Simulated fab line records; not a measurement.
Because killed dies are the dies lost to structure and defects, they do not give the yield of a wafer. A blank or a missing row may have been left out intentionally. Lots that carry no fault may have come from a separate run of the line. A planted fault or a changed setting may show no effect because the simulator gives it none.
Chamber matching    flow n5 finfet    N5_BEOL_M5_CO_CAP_78 on cvd co-01: 3 sister chambers
The step material Co, precursor CCTBA/H2, target thk 2 nm, time 102.1 s. 3 wafers are shown with their chamber, then 8 later ones without.

## WAFERS PAIRED WITH THEIR CHAMBERS
wafer   chamber  heater power w (W)
L879.2  2        219
L882.6  1        276
L883.1  0        223

## WAFERS WHOSE CHAMBER IS MISSING
wafer   heater power w (W)
L883.3  272
L883.5  220
L893.1  275
L893.2  225
L893.4  219
L894.2  272
L894.4  216
L894.6  225

## WHICH CHAMBER EACH WENT THROUGH
wafer   from the rows above      in truth
L883.3  1                        1
L883.5  can't be placed: 2 or 0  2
L893.1  1                        1
L893.2  can't be placed: 0 or 2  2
L893.4  can't be placed: 2 or 0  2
L894.2  1                        1
L894.4  can't be placed: 2 or 0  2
L894.6  can't be placed: 0 or 2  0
Correctly placed: 3 of 8. Not placeable from these rows: 5 (in 5, the candidates include the true chamber). 0 placed wrongly.
How it was worked out, from the rows above alone: a wafer's distance from a chamber is the root of the sum, over the readings, of the square of ((its reading less the chamber's mean) divided by the reading's scatter). If the next closest chamber is less than 2 further off than the closest, the wafer can't be placed; otherwise it belongs to the closest. Each chamber's mean is taken over the wafers shown for it. The scatter: with one shown wafer a chamber, the root of the mean of the squares of how far each hidden wafer lies from its nearest shown one.
